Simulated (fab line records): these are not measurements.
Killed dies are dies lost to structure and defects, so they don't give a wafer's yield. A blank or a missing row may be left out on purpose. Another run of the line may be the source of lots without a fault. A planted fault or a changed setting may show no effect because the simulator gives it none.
Problem report in the 8D (eight disciplines) form, filled by code | flow nand harc | the parts of the form that need people (team, actions taken, sign-off) are left out

== 1. THE ISSUE ==
At NHARC_A_CHANNEL_FILL_D2_ALD_15, susceptor temp C averages 680.2 C over 6 wafers from 2 lots, while fault-free wafers read 629.9 C, standard deviation 0.34. So: +99 or more standard deviations from the usual mean.
The step: deposits SiNx, target thk 2 nm, pulse time 60 s, ald cycles 19.
Earliest sighting: wafer L429.2 on ald sin batch-02 at day 19 16:40. Wafers with a number at this step in the record: 30, from 10 lots. Rule for "out", or "out of limits": more than 4 standard deviations from the usual mean. The other wafers with a number count as sound.

== 2. WHAT IT IS, WHAT IT ISN'T ==
question                    | is                     | is not
which readings at this step | susceptor temp C       | precursor pulse height rel
which lots                  | L429, L430             | L417, L423, L425, L426, L427, L435, L437, L438
which wafers of those lots  | all that have a number | -
read on which tools         | ald sin batch-02       | ald sin batch-01, ald sin batch-03
when                        | from day 19 16:40      | up to then (15 sound wafers); but 9 sound wafers of L435, L437, L438 came after

== 3. THE SUSPECTS, EACH WITH WHAT RULES IT OUT ==
Counting: a tool at a process step up to the reading stays a suspect if it ran every lot that is out and no sound lot after the first of them.
- ald sin batch-02 at NHARC_A_CHANNEL_FILL_D2_ALD_15 (deposits SiNx, target thk 2 nm, pulse time 60 s, ald cycles 19): kept. It processed each lot that is out, first L429 at day 19 16:40, and no sound lot thereafter; up to then, the last sound lot it processed was L426 at day 18 14:56. Out on those wafers are its own readings of susceptor temp C.
Left after counting: ald sin batch-02 at NHARC_A_CHANNEL_FILL_D2_ALD_15.

== 4. THE CAUSE (what the simulator had put in) ==
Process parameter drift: ald sin batch-02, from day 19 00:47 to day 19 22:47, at NHARC_A_CHANNEL_FILL_D2_ALD_15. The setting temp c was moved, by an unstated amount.
Only this tool survived the counting.

== 5. THE EFFECT CHAIN, in route order ==
Rows list readings where the struck wafers' mean (over those with a number) sits beyond 3 standard deviations from the usual. Scope: only readings with a usual standard deviation given in the record; hours: median across lots of the time from each lot's start at the first step in this table that gives one to its start at this step; sigmas: change in usual standard deviations.
hours | step                           | reading          | usual   | on struck wafers | change | sigmas
0     | NHARC_A_CHANNEL_FILL_D2_ALD_15 | susceptor temp C | 629.9 C | 680.2            | +50.4  | +99 or more
Here are the process steps it includes:
- NHARC_A_CHANNEL_FILL_D2_ALD_15: deposits SiNx, target thk 2 nm, pulse time 60 s, ald cycles 19.

== 6. WHAT WOULD HAVE CAUGHT IT SOONER ==
16 hours passed between the start of the fault at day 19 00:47 and the first reading out of limits in this record, taken at day 19 16:40.
